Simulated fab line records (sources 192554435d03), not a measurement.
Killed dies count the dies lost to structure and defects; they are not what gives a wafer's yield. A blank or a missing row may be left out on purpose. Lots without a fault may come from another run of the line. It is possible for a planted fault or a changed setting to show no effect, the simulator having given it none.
Lot-split experiment + flow n5-finfet + 21 wafers read across 7 lots, on a route 1938 steps long

== ABOUT THE SPLIT ==
At N5_BEOL_M0_SAQP_EXPOSE_11 (exposes mask M0 CORE, target cd 42 nm), the setting dose-mj was moved away from the recipe's 55 on 5 of the 21 wafers read, by -4.9% to +7.2%. For the rest of the wafers, this setting stayed at what the recipe calls for.

== FROM THE SPLIT TO THE READING: what the file shows between them, 2 steps ==
- N5_BEOL_M0_SAQP_PEB_12: peb time 60 s
- N5_BEOL_M0_SAQP_DEVELOP_13: develop time 30 s

== THE READING ==
cd-nm (nm) at N5_BEOL_M0_SAQP_CD_MEAS_14, where the cd target is 42.5 nm. On this fab line, fault-free wafers typically give 42.6 nm with a standard deviation of 0.39 nm.

| wafer  | tool, chamber at the split | dose-mj as run | against the recipe | cd-nm, nm | against lot-mates on the recipe |
|--------|----------------------------|----------------|--------------------|-----------|---------------------------------|
| L077.4 | arfi-scanner-03, 0         | 55             | recipe             | 42.4      | -                               |
| L077.5 | arfi-scanner-03, 0         | 55             | recipe             | 42.5      | -                               |
| L077.6 | arfi-scanner-03, 0         | 55             | recipe             | 42.9      | -                               |
| L084.1 | arfi-scanner-01, 0         | 55             | recipe             | 42.4      | -                               |
| L084.5 | arfi-scanner-01, 0         | 55             | recipe             | 43.0      | -                               |
| L084.6 | arfi-scanner-01, 0         | 55             | recipe             | 42.7      | -                               |
| L085.1 | arfi-scanner-01, 0         | 55             | recipe             | 42.8      | -                               |
| L085.3 | arfi-scanner-01, 0         | 55             | recipe             | 43.3      | -                               |
| L085.6 | arfi-scanner-01, 0         | 58.94          | +7.2%              | 40.6      | -2.4                            |
| L087.1 | arfi-scanner-03, 0         | 55             | recipe             | 42.7      | -                               |
| L087.3 | arfi-scanner-03, 0         | 56.04          | +1.9%              | 41.9      | -1.0                            |
| L087.5 | arfi-scanner-03, 0         | 55             | recipe             | 43.0      | -                               |
| L090.1 | arfi-scanner-03, 0         | 58.92          | +7.1%              | 40.8      | -1.5                            |
| L090.2 | arfi-scanner-03, 0         | 55             | recipe             | 42.5      | -                               |
| L090.3 | arfi-scanner-03, 0         | 55             | recipe             | 42.0      | -                               |
| L091.1 | arfi-scanner-02, 0         | 55             | recipe             | 42.1      | -                               |
| L091.2 | arfi-scanner-02, 0         | 55             | recipe             | 42.7      | -                               |
| L091.4 | arfi-scanner-02, 0         | 55             | recipe             | 41.8      | -                               |
| L093.2 | arfi-scanner-02, 0         | 52.32          | -4.9%              | 44.3      | +1.6                            |
| L093.3 | arfi-scanner-02, 0         | 55             | recipe             | 42.7      | -                               |
| L093.4 | arfi-scanner-02, 0         | 52.32          | -4.9%              | 44.0      | +1.3                            |

FIT RESULTS
A straight line over all 21 wafers: cd-nm changes by -0.285 nm for each +1% of dose-mj; r = -0.91; the points scatter about the line by 0.36 nm.
The same after taking each lot's own level away (the mean of its wafers on the recipe; 21 wafers): -0.286 nm for each +1%; r = -0.94; scatter 0.3 nm.
That fit puts the effect of the largest move of dose-mj on the reading at 2 nm.
Across the lots, their own levels run from 42.20 to 43.05 nm, a range of 2.2 times the standard deviation given above.
The two slopes are in agreement: the lot-to-lot level therefore moves the slope only a little.
Check: for one of the wafers moved furthest among these (+7.2%), held out of the fit, the line's prediction against its lot-mates is -1.83 nm. Against them it came out at -2.45 nm.

== OTHER SPLITS APPLIED TO THESE WAFERS ==
Other splits were also applied to these wafers ahead of the reading. Each is held against what the fit with the lots' levels taken away leaves over:
| other split on the same wafers          | wafers away from the commonest value | r with cd-nm (lot level and that fit taken away) |
|-----------------------------------------|--------------------------------------|--------------------------------------------------|
| N5_SDB_COAT_05 spin-rpm                 | 6                                    | +0.29                                            |
| N5_HKMG_FIN_COAT_29 spin-rpm            | 8                                    | -0.15                                            |
| N5_GATE_CUT_COAT_27 spin-rpm            | 11                                   | -0.07                                            |
| N5_MOL_CONTACT_COAG_SPUTTER_130 power-w | 10                                   | -0.12                                            |
| N5_MOL_CONTACT_COAG_COAT_64 spin-rpm    | 7                                    | -0.20                                            |

== THE FILE'S OWN FIT ==
cd-nm changes by -0.286 nm for each +1% of dose-mj, r = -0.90.
